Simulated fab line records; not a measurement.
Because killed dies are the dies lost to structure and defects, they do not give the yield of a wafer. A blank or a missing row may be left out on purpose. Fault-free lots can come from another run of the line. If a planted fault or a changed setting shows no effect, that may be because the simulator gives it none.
Chamber matching / flow nandHarc / 3 sister chambers for NHARC_A_SLIT_DEP_23 on pecvd-02
The step deposits SiON, target thk 100 nm. 6 wafers are shown with their chamber, then 7 later ones without.

EACH WAFER AND ITS CHAMBER
wafer=L080.5; chamber=2; heaterPowerW (W)=674
wafer=L084.1; chamber=1; heaterPowerW (W)=715
wafer=L084.2; chamber=2; heaterPowerW (W)=717
wafer=L084.3; chamber=0; heaterPowerW (W)=898
wafer=L086.1; chamber=1; heaterPowerW (W)=798
wafer=L086.2; chamber=0; heaterPowerW (W)=885

WAFERS WITHOUT THEIR CHAMBER
wafer=L086.6; heaterPowerW (W)=881
wafer=L092.2; heaterPowerW (W)=631
wafer=L092.3; heaterPowerW (W)=813
wafer=L092.4; heaterPowerW (W)=882
wafer=L093.1; heaterPowerW (W)=828
wafer=L093.3; heaterPowerW (W)=863
wafer=L093.6; heaterPowerW (W)=823

THE CHAMBER EACH PASSED THROUGH
wafer=L086.6; from the rows above=0; in truth=0
wafer=L092.2; from the rows above=can't be placed: 2 or 1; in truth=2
wafer=L092.3; from the rows above=can't be placed: 1 or 0 or 2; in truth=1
wafer=L092.4; from the rows above=0; in truth=0
wafer=L093.1; from the rows above=can't be placed: 0 or 1 or 2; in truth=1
wafer=L093.3; from the rows above=0; in truth=0
wafer=L093.6; from the rows above=can't be placed: 1 or 0 or 2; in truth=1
Correct placement for 3 of the 7. From these rows, 4 cannot be placed; in 4 the true chamber is one of the candidates. Placed wrongly: 0.
How it was worked out, from the rows above alone: a wafer's distance from a chamber is the root of the sum, over the readings, of the square of ((its reading less the chamber's mean) divided by the reading's scatter). If the next closest chamber is less than 2 further off than the closest, the wafer can't be placed; otherwise it belongs to the closest. Each chamber's mean is taken over the wafers shown for it. The scatter: the root of (the sum of the squares of (reading less its chamber's mean) over the shown wafers, divided by (wafers less chambers)).
